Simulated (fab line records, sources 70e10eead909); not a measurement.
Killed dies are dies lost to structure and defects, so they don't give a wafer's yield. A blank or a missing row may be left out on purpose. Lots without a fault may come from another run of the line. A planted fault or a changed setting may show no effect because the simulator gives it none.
One fault seen from 2 desks | flow nand_harc | each desk has only its own numbers; what lay behind them comes last

THE TOOL OWNER'S DESK: pecvd_onon-01
The tool's own readings at NHARC_A_ONON_D1_DEP_19 (target thk 1000 nm): means of the sampled wafers that have a number, for each lot that ran on this tool. A lot is out of limits, marked OUT, if its mean lies more than 4 standard deviations from the usual mean; the brackets give that distance.
Columns: A = n2_flow_sccm at NHARC_A_ONON_D1_DEP_19, usual 2750 sccm; B = n2o_flow_sccm at NHARC_A_ONON_D1_DEP_19, usual 1999 sccm
lot  | first seen here | A    | B
L197 | day 8 09:08     | 2758 | 1995
L198 | day 8 19:31     | 2746 | 2008
L200 | day 9 01:06     | 2750 | 2002
L204 | day 10 07:17    | 2760 | 1999
L216 | day 13 04:21    | 2750 | 2002
L217 | day 13 04:46    | 2751 | 1995
This desk's finding: nothing out of limits on any of the 6 lots.

THE METROLOGY DESK
What the gauges read, lot by lot, whatever tool the lot ran on: means of the sampled wafers that have a number. A lot is out of limits, marked OUT, if its mean lies more than 4 standard deviations from the usual mean; the brackets give that distance.
Columns: A = thk_nm at NHARC_P_BONDPAD_THK_MEAS_20, usual 160.9 nm; B = thk_nm at NHARC_A_ONON_D1_THK_MEAS_21, usual 1002 nm; C = thk_nm at NHARC_A_ONON_D1_THK_MEAS_34, usual 198.9 nm
lot  | first seen here | A     | B              | C
L197 | day 6 21:54     | 159.6 | 1005           | 195.3
L196 | day 6 22:21     | 161.7 | 1004           | 193.4
L198 | day 7 08:13     | 159.6 | 942 (-6.6) OUT | 199.9
L199 | day 7 15:28     | 162.1 | 1000           | 202.0
L200 | day 7 16:04     | 161.3 | 946 (-6.2) OUT | 198.0
L204 | day 8 18:07     | 162.4 | 903 (-11) OUT  | 200.2
L208 | day 9 22:51     | 159.8 | 1001           | 196.5
L209 | day 9 23:41     | 161.3 | 988            | 199.4
L211 | day 10 11:08    | 161.8 | 1011           | 198.6
L210 | day 10 12:50    | 161.2 | 982            | 196.6
L213 | day 10 20:51    | 159.8 | 1000           | 199.0
L215 | day 11 14:10    | 160.2 | 1008           | 196.3
L216 | day 11 18:19    | 160.6 | 1010           | 197.8
L218 | day 11 19:11    | 161.0 | 1009           | 198.4
L217 | day 11 19:46    | 160.7 | 1005           | 198.5
This desk's finding: out of limits on L198, L200, L204; first on L198, day 8 19:51 (thk_nm at NHARC_A_ONON_D1_THK_MEAS_21). In limits: L197, L196, L199, L208, L209, L211, L210, L213, L215, L216, L218, L217.

PUT TOGETHER
The metrology desk could have raised an alarm at day 8 19:51, on L198, L200, L204.
The tool owner's desk saw nothing out of limits.
The tool owner's desk has L198, L200, L204 on record, within its limits.
Of the lots named, all ran NHARC_A_ONON_D1_DEP_19 on pecvd_onon-01.

WHAT THE SIMULATOR HAD PUT IN
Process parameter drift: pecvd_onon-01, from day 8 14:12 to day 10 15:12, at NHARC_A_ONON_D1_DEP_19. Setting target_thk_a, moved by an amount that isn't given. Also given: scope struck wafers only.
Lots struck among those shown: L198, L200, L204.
Hours from the fault's start to each desk's first reading out of limits: the metrology desk, 6.
